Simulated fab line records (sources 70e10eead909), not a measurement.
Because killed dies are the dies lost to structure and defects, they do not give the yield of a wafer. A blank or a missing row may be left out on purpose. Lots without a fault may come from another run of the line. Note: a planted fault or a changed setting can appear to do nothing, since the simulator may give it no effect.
Which tool is to blame? ; flow nand-harc ; 24 lots with 72 wafers sampled at 3 steps, on a route of 1159 steps

## WHAT THE GAUGES READ, wafer by wafer
NHARC_A_M0_INSPECT_11.
lot;measured;on;raw-defect-count
L075;day 17 21:42;defect-inspect-02;24 21 33
L074;day 17 22:09;defect-inspect-01;30 36 29
L077;day 18 03:29;defect-inspect-02;37 26 38
L078;day 18 03:49;defect-inspect-02;41 29 31
L076;day 18 07:07;defect-inspect-01;45 27 32
L080;day 18 19:20;defect-inspect-02;42 46 37
L079;day 18 19:50;defect-inspect-02;18 19 10
L083;day 19 05:40;defect-inspect-02;26 36 23
L082;day 19 14:51;defect-inspect-02;20 24 25
L085;day 19 22:04;defect-inspect-02;21 28 21
L081;day 20 03:10;defect-inspect-02;37 25 33
L084;day 20 06:42;defect-inspect-02;28 39 35
L087;day 20 07:17;defect-inspect-01;26 32 35
L086;day 20 08:17;defect-inspect-02;28 34 33
L089;day 20 21:35;defect-inspect-02;32 20 28
L088;day 21 03:22;defect-inspect-02;24 34 34
L090;day 21 10:19;defect-inspect-02;15 9 21
L091;day 21 18:42;defect-inspect-01;32 35 33
L093;day 21 22:04;defect-inspect-01;18 30 19
L092;day 21 23:43;defect-inspect-01;46 50 53
L095;day 22 02:53;defect-inspect-02;43 41 41
L094;day 22 06:54;defect-inspect-02;42 49 47
L097;day 22 16:45;defect-inspect-01;16 16 22
L096;day 23 01:52;defect-inspect-01;41 45 39

## EACH LOT AND THE TOOL THAT RAN IT (in order: tool; ch and the chambers of the sampled wafers; start)
lot;NHARC_A_BLC_ETCH_16;NHARC_A_BLC_STRIP_29
L075;rie-diel-01 ch 2,3, day 17 13:18;rie-diel-01 ch 0,1,3, day 17 14:15
L074;rie-diel-08 ch 0,1,2, day 17 14:14;rie-diel-05 ch 1,3, day 17 15:22
L077;rie-diel-05 ch 0,1,2, day 17 23:13;rie-diel-05 ch 1,3, day 18 00:11
L078;rie-diel-01 ch 0,1,3, day 17 23:23;rie-diel-01 ch 1,2, day 18 00:19
L076;rie-diel-01 ch 1,3, day 18 03:11;rie-diel-05 ch 0,1,3, day 18 04:09
L080;rie-diel-01 ch 0,2, day 18 15:24;rie-diel-08 ch 1,2, day 18 16:22
L079;rie-diel-05 ch 0,1,2, day 18 15:34;rie-diel-01 ch 0,3, day 18 16:31
L083;rie-diel-01 ch 0,1,2, day 18 21:39;rie-diel-05 ch 0,1,3, day 18 22:37
L082;rie-diel-05 ch 0,1,2, day 19 09:04;rie-diel-05 ch 0,2,3, day 19 10:02
L085;rie-diel-05 ch 0,1, day 19 14:13;rie-diel-01 ch 2,3, day 19 15:12
L081;rie-diel-05 ch 1,3, day 19 20:55;rie-diel-01 ch 0,2, day 19 21:53
L084;rie-diel-01 ch 0,1,2, day 20 02:40;rie-diel-01 ch 0,3, day 20 03:37
L087;rie-diel-05 ch 0,1,3, day 20 03:17;rie-diel-05 ch 0,2,3, day 20 04:20
L086;rie-diel-01 ch 1,2,3, day 20 04:02;rie-diel-05 ch 0,2,3, day 20 05:00
L089;rie-diel-05 ch 0,2,3, day 20 16:23;rie-diel-08 ch 2,3, day 20 17:29
L088;rie-diel-05 ch 1,2,3, day 20 23:34;rie-diel-05 ch 0,2,3, day 21 00:32
L090;rie-diel-05 ch 0,1, day 21 04:27;rie-diel-01 ch 0,1,2, day 21 05:26
L091;rie-diel-08 ch 2,3, day 21 11:10;rie-diel-05 ch 1,2,3, day 21 12:08
L093;rie-diel-05 ch 1,2,3, day 21 18:04;rie-diel-05 ch 0,1,2, day 21 19:02
L092;rie-diel-05 ch 0,2,3, day 21 19:23;rie-diel-05 ch 0,1,3, day 21 20:26
L095;rie-diel-05 ch 1,2, day 21 22:59;rie-diel-01 ch 1,2, day 21 23:56
L094;rie-diel-05 ch 0,2,3, day 22 00:47;rie-diel-01 ch 0,2,3, day 22 01:44
L097;rie-diel-05 ch 0,1,3, day 22 12:22;rie-diel-05 ch 0,2,3, day 22 13:20
L096;rie-diel-01 ch 1,2, day 22 18:01;rie-diel-01 ch 2,3, day 22 18:58
- NHARC_A_BLC_ETCH_16: etches the open film in CF4, target depth 39 nm, time 65 s.
- NHARC_A_BLC_STRIP_29: strips in CF4.

## WHAT THE TOOLS THEMSELVES READ (means of the sampled wafers that have a number; where no wafer has one, the mark that the record gives instead)
NHARC_A_BLC_ETCH_16.
lot;tool;chamber-pressure-mTorr (mTorr);drypump-motor-current-A (A);oes-product-au (a.u.);rf-vpp-V (V);showerhead-plenum-p-Torr (Torr);throttle-valve-pct (%)
L075;rie-diel-01;49.98;5.4;1.007;150.9;1.71;13.279
L074;rie-diel-08;49.99;6.1;1.002;150.8;1.73;13.277
L077;rie-diel-05;50.02;6.1;0.985;152.3;1.82;13.285
L078;rie-diel-01;50.02;5.9;1.013;150.7;1.70;13.278
L076;rie-diel-01;50.01;6.1;1.006;150.7;1.71;13.287
L080;rie-diel-01;50.01;5.2;1.012;150.0;1.70;13.285
L079;rie-diel-05;49.99;6.1;0.981;151.9;1.82;13.289
L083;rie-diel-01;50.04;5.6;1.008;150.7;1.71;13.269
L082;rie-diel-05;50.01;6.0;0.981;151.2;1.81;13.285
L085;rie-diel-05;50.02;6.4;0.984;151.6;1.79;13.286
L081;rie-diel-05;50.02;6.3;0.989;150.9;1.75;13.280
L084;rie-diel-01;49.95;5.6;0.997;151.3;1.71;13.280
L087;rie-diel-05;50.00;6.3;0.988;151.4;1.77;13.293
L086;rie-diel-01;49.99;5.9;1.001;150.6;1.72;13.283
L089;rie-diel-05;50.04;6.0;0.987;151.8;1.77;13.280
L088;rie-diel-05;49.98;6.0;0.991;151.3;1.79;13.285
L090;rie-diel-05;49.98;6.4;0.988;152.1;1.82;13.293
L091;rie-diel-08;49.96;5.6;1.005;151.8;1.85;13.283
L093;rie-diel-05;50.04;6.0;0.992;151.4;1.79;13.283
L092;rie-diel-05;49.99;6.0;0.988;151.1;1.77;13.281
L095;rie-diel-05;49.99;6.0;1.000;152.0;1.84;13.279
L094;rie-diel-05;50.00;6.0;0.987;151.9;1.77;13.284
L097;rie-diel-05;50.00;6.3;0.987;152.1;1.77;13.282
L096;rie-diel-01;49.96;6.1;1.012;150.5;1.73;13.282

NHARC_A_BLC_STRIP_29.
lot;tool;chamber-pressure-mTorr (mTorr);drypump-motor-current-A (A);oes-product-au (a.u.);rf-vpp-V (V);showerhead-plenum-p-Torr (Torr);throttle-valve-pct (%)
L075;rie-diel-01;50.00;5.9;1.011;58.7;1.70;13.279
L074;rie-diel-05;50.00;6.2;0.990;59.8;1.76;13.281
L077;rie-diel-05;50.04;6.2;0.983;59.7;1.76;13.291
L078;rie-diel-01;50.00;6.1;1.005;59.2;1.74;13.283
L076;rie-diel-05;50.02;6.3;0.984;59.6;1.78;13.285
L080;rie-diel-08;49.97;6.1;1.002;59.0;1.71;13.278
L079;rie-diel-01;49.99;5.7;1.000;58.9;1.68;13.289
L083;rie-diel-05;49.98;6.3;0.986;59.3;1.77;13.285
L082;rie-diel-05;50.04;6.0;0.996;59.3;1.77;13.284
L085;rie-diel-01;50.00;5.6;0.992;59.6;1.70;13.289
L081;rie-diel-01;50.01;5.2;1.011;58.7;1.68;13.293
L084;rie-diel-01;50.04;5.7;1.004;59.1;1.68;13.281
L087;rie-diel-05;49.96;6.0;0.995;60.8;1.77;13.282
L086;rie-diel-05;50.00;6.0;0.990;58.7;1.77;13.285
L089;rie-diel-08;49.95;5.6;1.005;59.1;1.67;13.278
L088;rie-diel-05;50.06;6.0;0.990;59.3;1.77;13.282
L090;rie-diel-01;49.97;5.6;1.006;58.8;1.71;13.280
L091;rie-diel-05;50.01;6.0;0.993;60.4;1.79;13.275
L093;rie-diel-05;49.98;6.1;0.999;58.9;1.81;13.282
L092;rie-diel-05;50.01;6.3;0.985;58.9;1.77;13.289
L095;rie-diel-01;50.02;6.1;0.993;58.3;1.73;13.280
L094;rie-diel-01;50.04;5.4;1.003;58.8;1.69;13.268
L097;rie-diel-05;49.97;6.0;0.992;59.1;1.77;13.277
L096;rie-diel-01;50.01;5.4;1.000;58.5;1.71;13.286

## THE ANSWER, worked out from the rows above alone
Rule: the lots themselves supply what counts as usual. The widest of any qualifying gaps counts: lots, ordered by their means at a reading, are off when they make up no more than a third of the lots, leave a main group of 4 or more, and stand apart from it by 3 or more times the standard deviation of that group's means. The tables above print the reading to a certain number of digits; a main group whose means all agree to those digits is not used. A lot without any number at a reading at which 4 lots or more have one is off too. Where the step has rows for the other lots, those lots are counted as sound. Order of review: gauges by route order, followed by the tools' own readings, for which a lot's mean as printed above is used. The first step at which some lot is off is used, and at that step the reading that is off furthest; a lot without a number counts as furthest.
None of the lots is off at any reading shown; this tells nothing.

## WHAT WAS PUT IN BY THE SIMULATOR
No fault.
